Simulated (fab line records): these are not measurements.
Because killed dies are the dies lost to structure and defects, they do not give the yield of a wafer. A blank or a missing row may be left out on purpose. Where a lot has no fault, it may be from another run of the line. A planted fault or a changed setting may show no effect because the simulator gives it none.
fab line records    flow nandHarc
record lots=11  wafers=33  lastDay=33
route steps=1302 shown A_STAIRCASE@701 END@1302
lots that met no fault: from a run of the same line without faults
startH: the number of hours between the record's first day and the start of the first shown wafer of the lot    waitH: hours elapsed since this lot's preceding step    " unchanged from the row above    L1.1+2: a single row standing in for several wafers    - no value present, or no start provided    * or withheld: withheld    < > ~ a bound
route shown NAME@n: NAME is a module with steps in the file, n the number in the route of the first one    usual: mean/standard deviation of fault-free wafers    same: alike in all rows    chamber/n: place in a boat    sites: per-site readings    _std_site: their standard deviation    _edge_site: inner sites' mean taken away from outer sites' mean    radiusMm: how far each site lies from the wafer's centre    mask NAME#n: copy n    behind: the tool/chamber that last shaped the wafer    hold: the reason the lot was held/the length of the hold in hours/how it ended    device: whichever transistor did not switch (one of n, p or np)    end of line: at the end of the route, the tests of the same wafers    a step given without rows: its recipe and nothing more    killed: dies lost to structure and defects at the first sort, not the wafer's yield    map: dies across one wafer; x = killed, . = not, _ = none there
set.NAME: the setting as run; set.NAME@STEP: as run at that earlier step    model.NAME: the simulator's own value behind a step, which no gauge read
route steps across a sampled set of lots; one table per step, one row per wafer
services: from which hour (startH, from the record's first day; less than 0 if before it) a tool's chamber was out of use, for how many hours, and why
## steps
# step NHARC_A_STAIRCASE_TRIM_187
# recipe timeS=211.2  o2FlowSccm=500  arFlowSccm=0  biasW=0  chemistry=O2
# usual chamberPressureMTorr=60.00/0.052  drypumpMotorCurrentA=5.8/0.34  oesProductAu=1.001/0.01  rfVppV=57.8/0.84  showerheadPlenumPTorr=3.50/0.16  throttleValvePct=17.035/0.0089
# same timeS=211.2
lot.wafer  tool        chamber  startH  waitH  chamberPressureMTorr  drypumpMotorCurrentA  oesProductAu  rfHoursCounterH  rfVppV  showerheadPlenumPTorr  throttleValvePct
L994.4     rieDiel-03  0        364.59  0.1    59.93                 6.2                   1.007         27               57.1    3.29                   17.045
L994.1     "           1        "       "      59.99                 5.7                   1.014         21               57.6    3.57                   17.028
L994.5     "           2        "       "      59.98                 6.2                   1.003         -                57.7    3.36                   17.034
L996.6     rieDiel-13  1        408.41  0.1    60.01                 5.6                   1.013         -                59.1    3.65                   17.034
L996.5     "           2        "       "      59.98                 6.1                   1.002         -                56.8    3.74                   17.041
L996.4     "           3        "       "      60.11                 5.1                   0.983         -                58.6    3.35                   17.027
L100.4     rieDiel-03  2        424.36  0.1    59.94                 6.2                   1.001         44               57.4    3.35                   17.040
L100.1     "           0        "       "      59.96                 6.2                   0.999         44               56.1    3.28                   17.030
L100.6     "           2        "       "      60.03                 6.2                   0.993         -                58.3    3.35                   17.053
L107.3     rieDiel-03  1        502.32  0.2    60.10                 5.7                   1.001         11               57.8    3.54                   17.029
L107.1     "           3        "       "      59.88                 5.4                   1.004         11               57.8    3.37                   17.034
L107.6     "           1        "       "      60.07                 5.7                   1.006         -                57.2    3.54                   17.019
L105.2     rieDiel-01  2        505.13  0.1    59.99                 5.9                   0.997         32               57.3    3.45                   17.028
L105.4     "           3        "       "      59.95                 6.3                   0.983         35               56.9    3.32                   17.043
L105.6     "           1        "       "      59.98                 5.7                   1.005         -                56.7    3.62                   17.047
L109.3     rieDiel-01  1        513.49  0.1    59.94                 5.7                   1.003         40               58.8    3.62                   17.033
L109.2     "           2        "       "      59.98                 5.9                   0.982         35               57.8    3.45                   17.028
L109.4     "           3        "       "      60.01                 6.4                   0.984         38               58.1    3.31                   17.030
L111.1     rieDiel-01  0        531.39  0.1    59.98                 5.9                   0.988         50               57.7    3.55                   17.044
L111.2     "           1        "       "      60.01                 5.7                   1.010         47               57.3    3.62                   17.031
L111.5     "           3        "       "      60.05                 6.3                   0.975         -                57.3    3.31                   17.019
L112.2     rieDiel-03  0        544.42  0.1    60.00                 6.2                   1.011         31               58.7    3.79                   17.036
L112.4     "           3        "       "      59.99                 5.4                   1.021         31               57.4    3.35                   17.037
L112.5     "           0        "       "      60.03                 6.2                   1.005         -                58.7    3.79                   17.027
L115.2     rieDiel-13  2        583.46  0.1    59.89                 6.1                   0.997         20               56.8    3.70                   17.024
L115.1     "           3        "       "      60.10                 5.1                   0.989         19               58.8    3.32                   17.046
L115.5     "           0        "       "      60.00                 5.9                   0.998         -                57.5    3.59                   17.039
L114.3     rieDiel-03  0        587.62  0.1    60.03                 6.2                   1.003         44               57.7    3.78                   17.033
L114.6     "           2        "       "      59.90                 6.2                   0.979         -                57.3    3.32                   17.035
L114.5     "           3        "       "      59.94                 5.4                   1.010         -                57.3    3.35                   17.026
L116.4     rieDiel-13  1        597.27  0.1    59.97                 5.6                   1.004         23               58.0    3.62                   17.032
L116.3     "           2        "       "      60.04                 6.1                   1.018         24               57.8    3.70                   17.050
L116.5     "           0        "       "      59.99                 5.9                   0.998         -                56.7    3.59                   17.040
# step NHARC_A_STAIRCASE_TRIM_189
# recipe timeS=211.2  o2FlowSccm=500  arFlowSccm=0  biasW=0  chemistry=O2
# usual chamberPressureMTorr=60.00/0.055  drypumpMotorCurrentA=5.8/0.34  oesProductAu=1.001/0.01  rfVppV=57.6/0.9  showerheadPlenumPTorr=3.50/0.16  throttleValvePct=17.037/0.0095
# same timeS=211.2
lot.wafer  tool        chamber  startH  waitH  chamberPressureMTorr  drypumpMotorCurrentA  oesProductAu  rfHoursCounterH  rfVppV  showerheadPlenumPTorr  throttleValvePct
L994.1     rieDiel-03  0        -       -      59.98                 6.1                   0.997         27               56.6    3.29                   17.014
L994.4     "           3        "       "      59.95                 5.4                   1.006         29               57.3    3.39                   17.041
L994.5     "           1        "       "      59.97                 5.7                   1.004         -                57.0    3.57                   17.039
L996.5     rieDiel-13  3        -       -      59.96                 5.1                   0.988         -                57.5    3.35                   17.044
L996.4     "           1        "       "      59.98                 5.6                   1.009         -                57.4    3.65                   17.022
L996.6     "           2        "       "      59.94                 6.1                   0.995         -                58.0    3.74                   17.018
L100.4     rieDiel-03  0        -       -      60.02                 6.2                   1.008         44               57.0    3.28                   17.032
L100.1     "           1        "       "      59.91                 5.7                   1.004         40               58.9    3.56                   17.051
L100.6     "           1        "       "      60.05                 5.7                   1.006         -                57.9    3.56                   17.036
L107.3     rieDiel-03  0        -       -      59.97                 6.2                   1.009         13               57.6    3.80                   17.038
L107.1     "           1        "       "      59.99                 5.7                   1.005         12               57.4    3.54                   17.039
L107.6     "           3        "       "      60.00                 5.4                   1.021         -                57.7    3.37                   17.030
L105.2     rieDiel-01  1        -       -      59.95                 5.7                   0.997         37               57.9    3.62                   17.041
L105.4     "           3        "       "      60.00                 6.4                   0.985         35               57.6    3.32                   17.035
L105.6     "           2        "       "      60.04                 5.9                   0.986         -                58.1    3.45                   17.044
L109.4     rieDiel-01  2        -       -      60.00                 5.9                   0.995         35               57.7    3.45                   17.036
L109.2     "           3        "       "      60.00                 6.3                   0.988         38               57.7    3.31                   17.021
L109.3     "           0        "       "      59.96                 5.9                   0.993         44               58.6    3.55                   17.052
L111.2     rieDiel-01  1        -       -      60.00                 5.7                   1.009         47               57.8    3.62                   17.038
L111.1     "           3        "       "      59.98                 6.3                   0.991         45               57.7    3.31                   17.043
L111.5     "           2        "       "      59.97                 5.9                   0.992         -                57.5    3.45                   17.033
L112.4     rieDiel-03  1        -       -      59.94                 5.7                   1.005         31               56.8    3.53                   17.027
L112.2     "           2        "       "      60.14                 6.2                   0.992         30               56.7    3.32                   17.033
L112.5     "           1        "       "      60.04                 5.7                   1.007         -                56.8    3.53                   17.032
L115.1     rieDiel-13  1        -       -      59.94                 5.6                   0.976         19               59.1    3.62                   17.017
L115.2     "           2        "       "      60.09                 6.1                   0.994         20               58.5    3.70                   17.037
L115.5     "           0        "       "      59.95                 5.9                   0.996         -                58.4    3.59                   17.054
L114.3     rieDiel-03  3        -       -      60.05                 5.4                   1.013         45               56.5    3.35                   17.015
L114.5     "           0        "       "      60.03                 6.2                   1.008         -                57.7    3.78                   17.034
L114.6     "           1        "       "      60.07                 5.8                   1.008         -                57.9    3.52                   17.051
L116.4     rieDiel-13  2        -       -      60.03                 6.1                   0.997         24               57.9    3.70                   17.042
L116.3     "           3        "       "      60.08                 5.1                   0.977         22               57.5    3.31                   17.037
L116.5     "           0        "       "      60.00                 5.9                   1.002         -                58.4    3.59                   17.042
# step NHARC_A_STAIRCASE_TRIM_191
# recipe timeS=211.2  o2FlowSccm=500  arFlowSccm=0  biasW=0  chemistry=O2
# usual chamberPressureMTorr=59.99/0.059  drypumpMotorCurrentA=5.8/0.34  oesProductAu=1.000/0.011  rfVppV=57.7/0.83  showerheadPlenumPTorr=3.49/0.16  throttleValvePct=17.036/0.0093
# same timeS=211.2
lot.wafer  tool        chamber  startH  waitH  chamberPressureMTorr  drypumpMotorCurrentA  oesProductAu  rfHoursCounterH  rfVppV  showerheadPlenumPTorr  throttleValvePct
L994.4     rieDiel-03  1        -       -      59.94                 5.7                   1.013         21               58.6    3.57                   17.034
L994.1     "           3        "       "      60.06                 5.4                   1.020         29               58.0    3.39                   17.032
L994.5     "           1        "       "      60.01                 5.7                   1.023         -                57.5    3.57                   17.028
L996.4     rieDiel-13  2        -       -      59.99                 6.1                   1.000         -                59.2    3.74                   17.024
L996.6     "           3        "       "      59.92                 5.1                   0.987         -                58.5    3.35                   17.040
L996.5     "           1        "       "      60.03                 5.6                   1.006         -                57.1    3.65                   17.034
L100.1     rieDiel-03  2        -       -      60.05                 6.2                   0.997         44               58.0    3.35                   17.028
L100.4     "           3        "       "      59.99                 5.4                   1.010         47               57.7    3.38                   17.042
L100.6     "           3        "       "      60.05                 5.4                   1.010         -                58.0    3.38                   17.038
L107.3     rieDiel-03  3        -       -      60.10                 5.4                   1.014         11               59.1    3.37                   17.040
L107.1     "           0        "       "      60.00                 6.2                   0.996         13               58.4    3.80                   17.020
L107.6     "           2        "       "      59.95                 6.2                   0.994         -                57.3    3.33                   17.033
L105.4     rieDiel-01  1        -       -      59.95                 5.7                   1.013         37               57.6    3.62                   17.034
L105.2     "           2        "       "      60.01                 5.9                   0.996         32               58.7    3.45                   17.032
L105.6     "           3        "       "      60.01                 6.3                   0.981         -                58.8    3.32                   17.042
L109.3     rieDiel-01  0        -       -      60.00                 5.9                   0.995         44               57.6    3.55                   17.038
L109.4     "           2        "       "      59.95                 5.9                   0.998         35               59.2    3.45                   17.049
L109.2     "           3        "       "      60.17                 6.4                   0.983         38               56.7    3.31                   17.027
L111.2     rieDiel-01  1        -       -      59.96                 5.7                   1.000         47               56.5    3.62                   17.034
L111.1     "           3        "       "      60.01                 6.3                   0.987         45               56.8    3.31                   17.033
L111.5     "           0        "       "      60.00                 5.9                   0.995         -                58.1    3.55                   17.047
L112.2     rieDiel-03  2        -       -      59.98                 6.2                   0.992         30               57.3    3.32                   17.025
L112.4     "           0        "       "      60.01                 6.2                   0.995         31               58.2    3.79                   17.039
L112.5     "           2        "       "      60.03                 6.2                   1.001         -                58.2    3.32                   17.028
L115.1     rieDiel-13  3        -       -      59.89                 5.1                   0.975         19               56.9    3.32                   17.069
L115.2     "           0        "       "      60.06                 5.9                   1.000         19               56.2    3.59                   17.012
L115.5     "           2        "       "      59.93                 6.1                   0.994         -                57.3    3.70                   17.040
L114.3     rieDiel-03  0        -       -      59.90                 6.1                   1.010         45               58.9    3.78                   17.054
L114.5     "           1        "       "      60.01                 5.7                   1.010         -                57.9    3.52                   17.035
L114.6     "           2        "       "      60.00                 6.2                   1.002         -                57.9    3.32                   17.038
L116.3     rieDiel-13  3        -       -      59.95                 5.1                   0.977         22               55.9    3.31                   17.043
L116.4     "           0        "       "      60.06                 5.9                   1.003         22               56.3    3.59                   17.039
L116.5     "           2        "       "      60.04                 6.1                   1.001         -                57.9    3.70                   17.022
# step NHARC_A_STAIRCASE_ETCH_203
# recipe targetDepthA=1000  timeS=40.5  ionEnergyEv=400  c4f8FlowSccm=20  o2FlowSccm=10  arFlowSccm=withheld  rfW=600  biasW=1000  chemistry=C4F8/O2
# usual chamberPressureMTorr=25.000/0.022  oesProductAu=0.942/0.014  rfVppV=895/5.9
# same timeS=40.5
lot.wafer  tool        chamber  startH  waitH  chamberPressureMTorr  oesProductAu  rfHoursCounterH  rfVppV
L994.1     rieDiel-03  0        366.47  -      24.979                0.949         28               885
L994.4     "           2        "       "      25.013                0.969         25               889
L994.5     "           0        "       "      25.004                0.964         -                887
L996.4     rieDiel-13  0        414.48  -      25.027                0.933         9                900
L996.6     "           1        "       "      24.974                0.959         -                900
L996.5     "           2        "       "      25.019                0.949         -                903
L100.4     rieDiel-03  0        427.48  -      25.024                0.948         45               886
L100.1     "           1        "       "      24.987                0.945         42               898
L100.6     "           0        "       "      24.971                0.946         -                888
L107.1     rieDiel-13  3        505.09  -      25.014                0.942         52               890
L107.3     "           0        "       "      24.987                1.080         44               898
L107.6     "           0        "       "      25.021                1.079         -                899
L105.4     rieDiel-13  3        507.16  -      25.010                0.932         53               889
L105.2     "           0        "       "      24.990                1.054         45               898
L105.6     "           3        "       "      24.971                0.929         -                888
L109.3     rieDiel-01  3        515.39  -      24.961                0.926         39               888
L109.2     "           0        "       "      25.033                0.930         44               896
L109.4     "           1        "       "      24.985                0.947         41               899
L111.1     rieDiel-03  3        533.88  -      25.013                0.964         29               889
L111.2     "           0        "       "      25.030                0.958         27               906
L111.5     "           2        "       "      25.022                0.923         -                889
L112.2     rieDiel-01  1        546.65  -      24.973                0.960         52               899
L112.5     "           2        "       "      25.014                0.944         -                891
L112.4     "           3        "       "      25.036                0.930         -                888
L115.2     rieDiel-13  0        585.35  -      24.986                0.942         20               899
L115.1     "           1        "       "      25.013                0.946         20               900
L115.5     "           3        "       "      24.992                0.927         -                888
L114.3     rieDiel-13  2        589.68  -      24.991                0.921         21               902
L114.6     "           2        "       "      25.005                0.921         -                903
L114.5     "           3        "       "      24.970                0.910         -                888
L116.3     rieDiel-01  1        599.16  -      24.987                0.981         11               899
L116.4     "           3        "       "      25.026                0.949         13               888
L116.5     "           1        "       "      24.993                0.980         -                898
# step NHARC_END_SORT_01
# recipe tempC=25
# usual killedAtArray=54/21  killedAtOther=0.9/1.1  killedAtPeriphery=3.5/2.5  killedDies=58/21  killedOpen=3.3/1.9  killedShort=2.6/1.8
# same grossDies=677
lot.wafer  tool       chamber  startH  waitH  killedAtArray  killedAtOther  killedAtPeriphery  killedDies  killedOpen  killedShort
L107.1     prober-02  0        705.47  2.5    58             2              2                  62          3           6
L107.3     prober-02  0        707.06  3.1    483            1              3                  487         3           3
L107.6     prober-02  0        709.44  4.0    537            0              3                  540         5           9
L105.2     prober-02  0        716.76  2.8    496            0              4                  500         4           6
L105.4     prober-02  0        718.38  3.4    71             0              5                  76          2           3
L105.6     prober-02  0        719.99  4.0    60             0              6                  66          5           3
L109.2     prober-01  0        721.83  2.8    62             2              2                  66          5           4
L109.3     prober-01  0        722.63  3.1    64             2              1                  67          4           3
L109.4     prober-01  0        723.43  3.4    53             2              2                  57          6           0
L111.2     prober-02  0        732.97  2.8    65             2              2                  69          6           2
L111.5     prober-02  0        735.36  3.7    60             0              4                  64          6           4
L112.2     prober-01  0        756.47  2.8    35             2              3                  40          5           3
L112.4     prober-01  0        758.06  3.4    32             1              2                  35          2           2
L112.5     prober-01  0        758.86  3.7    40             0              4                  44          3           5
# killed by level:class
L107.1 A_CHANNEL_HOLE_D1:chamberFilmFlake=32 A_SLIT:chamberFilmFlake=6 A_CONTACT:chamberFilmFlake=6 A_CHANNEL_FILL_D1:geometricParticle:short=2 A_STAIRCASE:chamberFilmFlake=2 A_WL_FILL:chamberFilmFlake=2 THIN_TSV:chamberFilmFlake=2 P_M0:geometricParticle:open=1
L107.3 A_STAIRCASE:areaEtch=428 A_CHANNEL_HOLE_D1:chamberFilmFlake=38 A_SLIT:chamberFilmFlake=4 A_STAIRCASE:chamberFilmFlake=4 A_CHANNEL_FILL_D2:chamberFilmFlake=2 A_CONTACT:chamberFilmFlake=2 P_CONTACT:geometricParticle:short=1 P_CONTACT:geometricParticle:open=1
L107.6 A_STAIRCASE:areaEtch=475 A_CHANNEL_HOLE_D1:chamberFilmFlake=33 A_SLIT:chamberFilmFlake=7 A_CONTACT:chamberFilmFlake=4 A_DECK1_JOINT:chamberFilmFlake=3 P_CONTACT:geometricParticle:short=2 A_SOURCE_PLATE:geometricParticle:short=2 A_ONON_D1:geometricParticle:short=2
L105.2 A_STAIRCASE:areaEtch=431 A_CHANNEL_HOLE_D1:chamberFilmFlake=28 A_CHANNEL_HOLE_D2:chamberFilmFlake=17 A_WL_FILL:geometricParticle:short=4 A_CONTACT:chamberFilmFlake=4 A_ONON_D1:geometricParticle:open=3 A_CHANNEL_FILL_D2:chamberFilmFlake=3 A_ZERO_WELL:chamberFilmFlake=2
L105.4 A_CHANNEL_HOLE_D1:chamberFilmFlake=34 A_CHANNEL_HOLE_D2:chamberFilmFlake=15 A_SLIT:chamberFilmFlake=6 P_M1:chamberFilmFlake=4 A_STAIRCASE:chamberFilmFlake=4 A_CHANNEL_FILL_D2:chamberFilmFlake=3 A_CONTACT:chamberFilmFlake=2 A_ONON_D1:geometricParticle:open=1
L105.6 A_CHANNEL_HOLE_D1:chamberFilmFlake=33 A_CHANNEL_HOLE_D2:chamberFilmFlake=8 A_STAIRCASE:chamberFilmFlake=3 A_SLIT:chamberFilmFlake=3 P_M1:chamberFilmFlake=2 A_ZERO_WELL:chamberFilmFlake=2 A_CHANNEL_FILL_D2:chamberFilmFlake=2 A_CONTACT:chamberFilmFlake=2
L109.2 A_CHANNEL_HOLE_D2:chamberFilmFlake=19 A_SLIT:chamberFilmFlake=17 A_CHANNEL_HOLE_D1:chamberFilmFlake=9 A_CHANNEL_FILL_D2:chamberFilmFlake=3 A_STAIRCASE:chamberFilmFlake=3 A_ONON_D1:geometricParticle:short=2 P_ZERO_WELL:chamberFilmFlake=2 THIN_TSV:chamberFilmFlake=2
L109.3 A_SLIT:chamberFilmFlake=30 A_CHANNEL_HOLE_D2:chamberFilmFlake=14 A_CHANNEL_HOLE_D1:chamberFilmFlake=7 A_STAIRCASE:chamberFilmFlake=3 A_CHANNEL_FILL_D2:chamberFilmFlake=2 THIN_TSV:chamberFilmFlake=2 A_ONON_D1:geometricParticle:short=1 A_ONON_D1:geometricParticle:open=1
L109.4 A_SLIT:chamberFilmFlake=18 A_CHANNEL_HOLE_D2:chamberFilmFlake=15 A_CHANNEL_HOLE_D1:chamberFilmFlake=8 A_CHANNEL_FILL_D2:chamberFilmFlake=3 A_CHANNEL_FILL_D1:geometricParticle:open=2 A_WL_FILL:geometricParticle:open=2 A_STAIRCASE:chamberFilmFlake=2 THIN_TSV:chamberFilmFlake=2
L111.2 A_SLIT:chamberFilmFlake=32 A_CONTACT:chamberFilmFlake=13 A_CHANNEL_HOLE_D1:chamberFilmFlake=8 P_BONDPAD:chamberFilmFlake=2 A_CHANNEL_FILL_D2:geometricParticle:open=2 A_STAIRCASE:chamberFilmFlake=2 THIN_TSV:chamberFilmFlake=2 A_ONON_D1:geometricParticle:open=1
L111.5 A_SLIT:chamberFilmFlake=21 A_CONTACT:chamberFilmFlake=13 A_CHANNEL_HOLE_D1:chamberFilmFlake=12 P_BONDPAD:chamberFilmFlake=3 A_ONON_D2:geometricParticle:short=2 A_WL_FILL:chamberFilmFlake=2 A_ONON_D1:geometricParticle:open=1 A_CHANNEL_HOLE_D1:geometricParticle:short=1
L112.2 A_CHANNEL_HOLE_D1:chamberFilmFlake=10 A_SLIT:chamberFilmFlake=9 A_STAIRCASE:chamberFilmFlake=4 A_CHANNEL_HOLE_D2:chamberFilmFlake=3 A_DECK1_JOINT:geometricParticle:open=2 A_CONTACT:chamberFilmFlake=2 A_SOURCE_PLATE:geometricParticle:short=1 A_CHANNEL_HOLE_D1:geometricParticle:open=1
L112.4 A_CHANNEL_HOLE_D1:chamberFilmFlake=13 A_STAIRCASE:chamberFilmFlake=6 A_SLIT:chamberFilmFlake=6 A_CONTACT:chamberFilmFlake=3 A_ONON_D2:geometricParticle:short=1 A_CHANNEL_FILL_D2:geometricParticle:open=1 A_CHANNEL_FILL_D2:geometricParticle:short=1 STARTING-WAFER:geometricParticle:open=1
L112.5 A_CHANNEL_HOLE_D1:chamberFilmFlake=16 A_SLIT:chamberFilmFlake=10 A_CONTACT:chamberFilmFlake=5 P_GATE:chamberFilmFlake=3 A_STAIRCASE:chamberFilmFlake=2 A_DECK1_JOINT:geometricParticle:short=2 P_M0:geometricParticle:open=1 A_CHANNEL_FILL_D1:geometricParticle:short=1
## services
tool        chamber  startH  hours  kind
rieDiel-13  -        343.02  9.0    pm
rieDiel-03  0        343.11  -      clean
rieDiel-03  1        343.11  -      clean
rieDiel-03  2        343.11  -      clean
rieDiel-03  3        343.11  -      clean
rieDiel-03  0        367.61  -      clean
rieDiel-03  1        367.61  -      clean
rieDiel-03  2        367.61  -      clean
rieDiel-03  3        367.61  -      clean
rieDiel-01  -        380.82  9.0    pm
rieDiel-03  0        392.30  -      clean
rieDiel-03  1        392.30  -      clean
rieDiel-03  2        392.30  -      clean
rieDiel-03  3        392.30  -      clean
rieDiel-01  -        396.72  0.4    repair
rieDiel-13  0        401.64  10.6   repair
rieDiel-03  -        461.71  9.0    pm
rieDiel-13  1        485.28  3.4    repair
rieDiel-13  3        517.00  2.9    repair
rieDiel-13  2        518.14  4.1    repair
rieDiel-13  -        520.08  9.0    pm
rieDiel-03  2        563.07  2.6    repair
rieDiel-01  2        573.91  10.4   repair
rieDiel-13  -        586.75  0.2    repair
## key
firstSign step=NHARC_A_STAIRCASE_ETCH_203  reading=oesProductAu  direction=up  sigmas=9.1  usual=0.942  struck=1.071
effect step=NHARC_END_SORT_01  reading=killedAtArray  direction=up  sigmas=21  usual=54  struck=505
moreKillsBornAt NHARC_A_STAIRCASE_ETCH_203@rieDiel-13=1334
metAt NHARC_A_STAIRCASE_ETCH_203
struckLots L105,L107
struckWafers L105.2,L107.3,L107.6
laterRowsLeftOut L105.2,L107.3,L107.6
testerLeftOut L105,L107
notActingAt NHARC_A_STAIRCASE_TRIM_187,NHARC_A_STAIRCASE_TRIM_189,NHARC_A_STAIRCASE_TRIM_191
onsetBetween 414.48 505.09
fault kind=processParameterDrift  tool=rieDiel-13  chamber=0  onsetH=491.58  steps=NHARC_A_STAIRCASE_ETCH_203  channel=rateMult  offset=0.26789  shape=step  endH=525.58
# testerLeftOut: of these lots the tester's yield and bins aren't shown, on N5 and GAA mostly nor the transistor test; their killed dies are dies lost to structure and defects alone, not to doping, threshold or leakage, so they don't give the yield
# laterRowsLeftOut: the simulator's readings of these wafers behind a module that went badly wrong aren't trusted and aren't shown, but for the sort
